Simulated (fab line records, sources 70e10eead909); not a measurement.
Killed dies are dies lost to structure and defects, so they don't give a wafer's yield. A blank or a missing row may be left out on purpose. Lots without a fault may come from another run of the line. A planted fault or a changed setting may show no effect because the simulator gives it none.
Chamber matching | flow nand_harc | NHARC_P_CONTACT_ETCH_35 on rie_diel-11: 4 sister chambers
The step etches the open film in CF4, target depth 39 nm, time 65 s. 8 wafers are shown with their chamber, then 11 later ones without.

WAFERS WITH THEIR CHAMBER
wafer  | chamber | drypump_motor_current_A (A) | rf_fwd_power_W (W)
L080.5 | 3       | 5.4                         | 296.3
L080.6 | 2       | 5.4                         | 297.9
L081.3 | 0       | 5.9                         | 296.5
L081.5 | 1       | 6.1                         | 297.6
L085.3 | 3       | 5.4                         | 296.9
L085.4 | 1       | 6.1                         | 295.8
L085.5 | 2       | 5.4                         | 297.3
L087.2 | 0       | 5.8                         | 297.9

WAFERS WITHOUT THEIR CHAMBER
wafer  | drypump_motor_current_A (A) | rf_fwd_power_W (W)
L087.3 | 6.1                         | 298.3
L087.4 | 5.4                         | 297.8
L090.1 | 5.8                         | 296.5
L090.2 | 6.1                         | 298.1
L090.3 | 5.4                         | 297.1
L095.1 | 5.4                         | 298.0
L095.2 | 5.4                         | 297.4
L095.4 | 5.8                         | 297.6
L096.1 | 5.9                         | 296.9
L096.3 | 5.5                         | 297.1
L096.6 | 6.1                         | 298.6

WHICH CHAMBER EACH WENT THROUGH
wafer  | from the rows above     | in truth
L087.3 | 1                       | 1
L087.4 | can't be placed: 2 or 3 | 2
L090.1 | 0                       | 0
L090.2 | 1                       | 1
L090.3 | can't be placed: 2 or 3 | 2
L095.1 | can't be placed: 2 or 3 | 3
L095.2 | can't be placed: 2 or 3 | 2
L095.4 | 0                       | 0
L096.1 | 0                       | 0
L096.3 | can't be placed: 2 or 3 | 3
L096.6 | 1                       | 1
Placed correctly: 6 of 11. Can't be placed from these rows: 5 (the true chamber is among the candidates in 5). Placed wrongly: 0.
How it was worked out, from the rows above alone: a wafer's distance from a chamber is the root of the sum, over the readings, of the square of ((its reading less the chamber's mean) divided by the reading's scatter). The wafer belongs to the nearest chamber; if the next one is less than 2 further off, it can't be placed. A chamber's mean is the mean of its shown wafers. The scatter: the root of (the sum of the squares of (reading less its chamber's mean) over the shown wafers, divided by (wafers less chambers)).
